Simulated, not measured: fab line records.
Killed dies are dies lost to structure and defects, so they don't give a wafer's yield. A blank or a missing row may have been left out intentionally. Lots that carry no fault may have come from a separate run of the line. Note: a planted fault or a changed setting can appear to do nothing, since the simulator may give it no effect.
The tool behind it: which one? / flow nand harc / Sampling: 6 lots, 18 wafers, 4 of 1302 route steps

## WHAT EACH GAUGE READ, for each wafer
NHARC_P_GATE_INSPECT_68.
lot=L273; measured=day 6 14:47; on=defect inspect-01; raw defect count=160 130 158
lot=L277; measured=day 8 06:02; on=defect inspect-01; raw defect count=213 100 124
lot=L279; measured=day 9 19:50; on=defect inspect-01; raw defect count=225 201 238
lot=L284; measured=day 11 01:56; on=defect inspect-01; raw defect count=1187 1099 1128
lot=L291; measured=day 14 00:20; on=defect inspect-02; raw defect count=411 148 210
lot=L293; measured=day 15 06:39; on=defect inspect-02; raw defect count=375 220 190

## WHAT TOOL EACH LOT RAN ON (gives the tool, then ch and the chambers of the sampled wafers, and finally the start)
lot=L273; NHARC_P_GATE_STRIP_108=rie diel-04 ch 2,3, day 5 21:17; NHARC_P_GATE_DEGAS_109=pvd sputter-03, day 6 13:51; NHARC_P_GATE_SPUTTER_78=pvd sputter-03, day 6 13:57
lot=L277; NHARC_P_GATE_STRIP_108=rie diel-04 ch 1,3, day 7 12:14; NHARC_P_GATE_DEGAS_109=pvd sputter-02, day 8 05:04; NHARC_P_GATE_SPUTTER_78=pvd sputter-02, day 8 05:10
lot=L279; NHARC_P_GATE_STRIP_108=rie diel-07 ch 1,3, day 9 02:08; NHARC_P_GATE_DEGAS_109=pvd sputter-03, day 9 18:52; NHARC_P_GATE_SPUTTER_78=pvd sputter-03, day 9 18:58
lot=L284; NHARC_P_GATE_STRIP_108=rie diel-04 ch 0,2, day 10 08:25; NHARC_P_GATE_DEGAS_109=pvd sputter-03, day 11 00:59; NHARC_P_GATE_SPUTTER_78=pvd sputter-03, day 11 01:05
lot=L291; NHARC_P_GATE_STRIP_108=rie diel-04 ch 1,2,3, day 13 06:25; NHARC_P_GATE_DEGAS_109=pvd sputter-02, day 13 23:23; NHARC_P_GATE_SPUTTER_78=pvd sputter-02, day 13 23:29
lot=L293; NHARC_P_GATE_STRIP_108=rie diel-12 ch 1,2, day 14 13:04; NHARC_P_GATE_DEGAS_109=pvd sputter-01, day 15 05:42; NHARC_P_GATE_SPUTTER_78=pvd sputter-01, day 15 05:48
- NHARC_P_GATE_STRIP_108: strips in O2.
- NHARC_P_GATE_DEGAS_109: time 60 s.
- NHARC_P_GATE_SPUTTER_78: material Ni, target thk 10 nm.

## THE ANSWER, worked out from the rows above alone
Rule: usual is defined by the lots themselves. Put in order of their means at a reading, lots are off if they are a third of the lots or fewer, leave a main group of 4 or more, and stand apart from it by a gap of 3 or more times the standard deviation of the main group's means; of several such gaps the widest counts. The tables above print the reading to a certain number of digits; a main group whose means all agree to those digits is not used. Also off: a lot with no number at a reading for which 4 or more lots have one. Where the step has rows for the other lots, those lots are counted as sound.
Off, at NHARC_P_GATE_INSPECT_68 on raw defect count: L284. Main group: mean 207, sd 50.
A tool fits if, at a process step before that reading, it ran every lot that is off, and no sound lot after the first of them. Gauges at NHARC_P_GATE_INSPECT_68: tried the same way as those tools. This does not decide it: 2 tools fit, namely pvd sputter-03 at NHARC_P_GATE_DEGAS_109 and NHARC_P_GATE_SPUTTER_78 and defect inspect-01 at NHARC_P_GATE_INSPECT_68.

## WHAT WAS PUT IN BY THE SIMULATOR
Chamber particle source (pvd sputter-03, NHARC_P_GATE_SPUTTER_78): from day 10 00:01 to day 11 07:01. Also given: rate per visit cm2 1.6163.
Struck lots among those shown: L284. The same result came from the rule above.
